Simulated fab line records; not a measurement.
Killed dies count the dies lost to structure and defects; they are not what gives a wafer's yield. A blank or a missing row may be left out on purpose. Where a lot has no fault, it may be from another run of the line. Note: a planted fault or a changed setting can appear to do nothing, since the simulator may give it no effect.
Chamber matching ; flow nand_harc ; NHARC_P_M1_CMP_23 on cmp-02: 4 sister chambers
The step polishes, t overpolish 20 s, target thk 157.82 nm. 15 wafers are shown with their chamber, then 7 later ones without.

WAFERS WITH THEIR CHAMBER
wafer;chamber;motor_current_A (A);time_to_endpoint_s (s);pad_life_wafers
L074.1;3;12.2;33.3;373
L075.2;2;11.8;30.1;12
L075.4;1;11.3;28.7;15
L078.1;0;11.3;31.6;92
L078.3;2;11.3;30.6;90
L078.4;3;11.7;32.7;91
L083.2;0;10.8;28.3;306
L083.3;2;11.9;30.9;308
L084.3;0;11.4;28.8;8
L085.3;0;11.1;32.1;43
L085.4;2;11.5;32.9;45
L088.1;1;11.5;27.9;129
L088.3;3;12.0;25.4;127
L090.2;1;10.4;27.7;211
L090.3;0;11.3;28.2;210

SIGNATURES (means of the wafers above)
reading;chamber 0;chamber 1;chamber 2;chamber 3;scatter within a chamber
motor_current_A;11.180;11.067;11.625;11.967;0.34
time_to_endpoint_s;29.800;28.100;31.125;30.467;2.3
pad_life_wafers;131.80;118.33;113.75;197.00;128
Rule: for a wafer and a chamber, the distance is found by dividing, reading by reading, the gap between the wafer's reading and the chamber's mean by the reading's scatter, squaring, summing and taking the root. The wafer belongs to the nearest chamber; if the next one is less than 2 further off, it can't be placed. The scatter: take each reading less its chamber's mean, square it, sum over the shown wafers, divide by the number of wafers less the number of chambers, and take the root.

WAFERS WITH NO CHAMBER GIVEN
wafer;motor_current_A (A);time_to_endpoint_s (s);pad_life_wafers
L091.3;11.2;25.4;289
L091.4;11.8;27.5;291
L093.1;12.1;22.9;327
L095.2;11.2;27.0;2
L095.4;10.8;27.5;0
L097.2;12.2;26.6;87
L097.3;11.4;26.3;84

EACH ONE'S CHAMBER
wafer;from the rows above;in truth
L091.3;can't be placed: 1 or 0 or 2 or 3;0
L091.4;can't be placed: 3 or 2 or 0 or 1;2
L093.1;can't be placed: 3 or 1 or 2 or 0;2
L095.2;can't be placed: 1 or 0 or 2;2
L095.4;can't be placed: 1 or 0 or 2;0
L097.2;can't be placed: 3 or 2 or 0 or 1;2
L097.3;can't be placed: 1 or 0 or 2 or 3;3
Placed correctly: 0 of 7. Cannot be placed on the basis of these rows: 7; the candidates contain the true chamber in 7. Number placed wrongly: 0.
